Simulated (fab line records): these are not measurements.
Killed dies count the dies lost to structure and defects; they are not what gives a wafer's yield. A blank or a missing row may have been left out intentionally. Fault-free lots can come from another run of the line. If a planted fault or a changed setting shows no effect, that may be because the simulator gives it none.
Matching of chambers    flow nand-harc    NHARC_A_BONDPAD_DESCUM_11 on rie-diel-10: 3 sister chambers
The step chemistry O2, time 3 s. 3 wafers are shown with their chamber, then 5 later ones without.

== WAFERS PAIRED WITH THEIR CHAMBERS ==
wafer   chamber  drypump-motor-current-A (A)
L890.5  0        5.9
L899.1  3        6.3
L899.5  2        5.4

== WAFERS MISSING THEIR CHAMBER ==
wafer   drypump-motor-current-A (A)
L899.6  6.2
L900.5  5.9
L901.2  6.3
L901.5  5.9
L901.6  6.2

== THE CHAMBER EACH PASSED THROUGH ==
wafer   from the rows above  in truth
L899.6  3                    3
L900.5  0                    0
L901.2  3                    3
L901.5  0                    0
L901.6  3                    3
Placed correctly: 5 of 5. From these rows, 0 cannot be placed. Placed wrongly: 0.
How it was worked out, from the rows above alone: a wafer's distance from a chamber is the root of the sum, over the readings, of the square of ((its reading less the chamber's mean) divided by the reading's scatter). If the next closest chamber is less than 2 further off than the closest, the wafer can't be placed; otherwise it belongs to the closest. The mean given for a chamber averages the wafers shown for that chamber. The scatter: with one shown wafer a chamber, the root of the mean of the squares of how far each hidden wafer lies from its nearest shown one.
